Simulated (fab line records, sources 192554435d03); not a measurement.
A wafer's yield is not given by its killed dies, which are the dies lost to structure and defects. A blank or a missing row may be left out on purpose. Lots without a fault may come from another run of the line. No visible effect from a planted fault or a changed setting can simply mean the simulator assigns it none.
Comparing a struck lot with a sound one -- flow n5-finfet -- 41 steps out of a route of 1938
Sound: the wafers L982.3, L982.5, L982.6. Wafers L996.1, L996.3, L996.5 were the ones struck. The cause is named last.
For every step that has rows: the tool of each side, followed by ch and its chambers, followed by its first start. Under that, the readings that differ: sound wafers -- struck wafers -- difference of the means -- sigmas: that difference in standard deviations of wafers without a fault.
alike: same words and numbers on both sides, and readings whose means sit less than 2 such deviations apart. not compared: any withheld reading, any reading some wafer has no value for, any bound like >300 that may hide the same value, and any number with overlapping values for which the record gives no deviation.
The two part at a step that has a row with sigmas, a row that says differs or no value, or rows on one side only. Non-overlapping numbers with no deviation appear without sigmas and do not part them. A reading that every wafer of one side lacks parts them only if that side has two wafers or more.

first, 1 step without rows for these wafers: N5_BEOL_M4_SPUTTER_48 (material Cu, target thk 4.5 nm, time 8.29 s).
N5_BEOL_M4_ANNEAL_49: time 240 s.
  sound on pvd-sputter-01 at day 7 20:55; struck on pvd-sputter-01 at day 11 18:44
  alike: heater-power-w, susceptor-temp-C
then, 6 steps without rows for these wafers: N5_BEOL_M4_SPUTTER_79 (material Cu, target thk 4.5 nm, time 8.29 s); N5_BEOL_M4_ANNEAL_80 (time 240 s); N5_BEOL_M4_SPUTTER_81 (material Cu, target thk 4.5 nm, time 8.29 s); N5_BEOL_M4_ANNEAL_82 (time 240 s); N5_BEOL_M4_SPUTTER_86 (material Cu, target thk 4.5 nm, time 8.29 s); N5_BEOL_M4_ANNEAL_87 (time 240 s).
N5_BEOL_M4_SPUTTER_88: material Cu, target thk 4.5 nm, time 8.29 s.
  sound on pvd-sputter-01 at day 7 21:43; struck on pvd-sputter-01 at day 11 19:32
  alike: susceptor-temp-C, throttle-valve-pct
then, 1 step without rows for these wafers: N5_BEOL_M4_ANNEAL_89 (time 240 s).
N5_BEOL_M4_SPUTTER_90: material Cu, target thk 4.5 nm, time 8.29 s.
  sound on pvd-sputter-01 at day 7 21:56; struck on pvd-sputter-01 at day 11 19:45
  alike: susceptor-temp-C, throttle-valve-pct
then, 1 step without rows for these wafers: N5_BEOL_M4_ANNEAL_91 (time 240 s).
N5_BEOL_M4_SPUTTER_92: material Cu, target thk 4.5 nm, time 8.29 s.
  sound on pvd-sputter-01 at day 7 22:10; struck on pvd-sputter-01 at day 11 19:58
  alike: susceptor-temp-C, throttle-valve-pct
then, 1 step without rows for these wafers: N5_BEOL_M4_ANNEAL_93 (time 240 s).
N5_BEOL_M4_SPUTTER_94: material Cu, target thk 4.5 nm, time 8.29 s.
  sound on pvd-sputter-01 at day 7 22:23; struck on pvd-sputter-01 at day 11 20:11
  alike: susceptor-temp-C, throttle-valve-pct
then, 9 steps without rows for these wafers: N5_BEOL_M4_ANNEAL_95 (time 240 s); N5_BEOL_M4_SPUTTER_96 (material Cu, target thk 4.5 nm, time 8.29 s); N5_BEOL_M4_ECD_50 (material Cu, target thk 300 nm); N5_BEOL_M4_ANNEAL_51 (time 90 s); N5_BEOL_M4_CMP_52 (polishes, stops on SiOC, t overpolish 6.8 s, target thk 40 nm); N5_BEOL_M4_PRE_CLEAN_60 (time 15 s); N5_BEOL_M4_CO_CAP_55 (material Co, precursor CCTBA/H2, target thk 2 nm, time 102.1 s); N5_BEOL_M4_PRE_CLEAN_56 (time 15 s); N5_BEOL_M4_DEP_57 (deposits SiCN from 3MS/NH3, target thk 8 nm, time 14 s).
N5_BEOL_M4_RS_MEAS_58: the measuring method here is four-point-probe.
  sound on film-metro-02 at day 7 23:41; struck on film-metro-01 at day 11 21:28
  alike: M4_RS
N5_BEOL_M4_RC_MEAS_101:
  sound on prober-02 ch 0, day 8 00:02; struck on prober-02 ch 0, day 11 21:31
  alike: DIBL_N, DIBL_P, IOFF_N, IOFF_P, ION_N, ION_P, SS_N, SS_P, VT_N, VT_P
then, 2 steps without rows for these wafers: N5_BEOL_M5_ILD_DEP_00 (deposits SiCOH lowk from DEMS/porogen, target thk 140.64 nm, time 25.9 s); N5_BEOL_M5_CURE_79 (cures SiCOH lowk, time 240 s).
N5_BEOL_M5_THK_MEAS_01:
  sound on film-metro-02 at day 8 01:17; struck on film-metro-02 at day 11 23:14
  alike: M5_ILD_THK
N5_BEOL_M5_PECVD_70: deposits SiO2 from TEOS/O2, target thk 16 nm, time 18 s.
  sound on pecvd-02 ch 0,1, day 8 01:20; struck on pecvd-01 ch 0, day 11 23:17
  alike: chamber-pressure-Torr, heater-power-w, showerhead-plenum-p-Torr, susceptor-temp-C, throttle-valve-pct
then, 10 steps without rows for these wafers: N5_BEOL_M5_HM_DEP_02 (deposits TiN, target thk 20 nm); N5_BEOL_M5_COAT_59 (time 60 s, resist thk 60 nm); N5_BEOL_M5_COAT_60 (time 60 s, resist thk 12 nm); N5_BEOL_M5_COAT_71 (time 60 s, resist thk 5 nm); N5_BEOL_M5_COAT_05 (resist thk 30 nm); N5_BEOL_M5_EBR_07; N5_BEOL_M5_SOFTBAKE_06 (time 60 s); N5_BEOL_M5_EXPOSE_08 (exposes mask M5, target cd 28 nm); N5_BEOL_M5_PEB_09 (peb time 60 s); N5_BEOL_M5_DEVELOP_10 (develop time 30 s).
-- the record jumps here: 4 days lie between the struck wafers' starts before and after (it left off in module BEOL_M5 and takes up again in module PASSIVATION, whose first step shown is number 1936 of the route) --
N5_PASSIVATION_PROBE_49:
  record: rows for the struck wafers here (prober-02, day 16 10:06), none for the sound ones

## WHERE THEY PART
Only at N5_PASSIVATION_PROBE_49, within this record.

WHY: whatever the simulator had introduced
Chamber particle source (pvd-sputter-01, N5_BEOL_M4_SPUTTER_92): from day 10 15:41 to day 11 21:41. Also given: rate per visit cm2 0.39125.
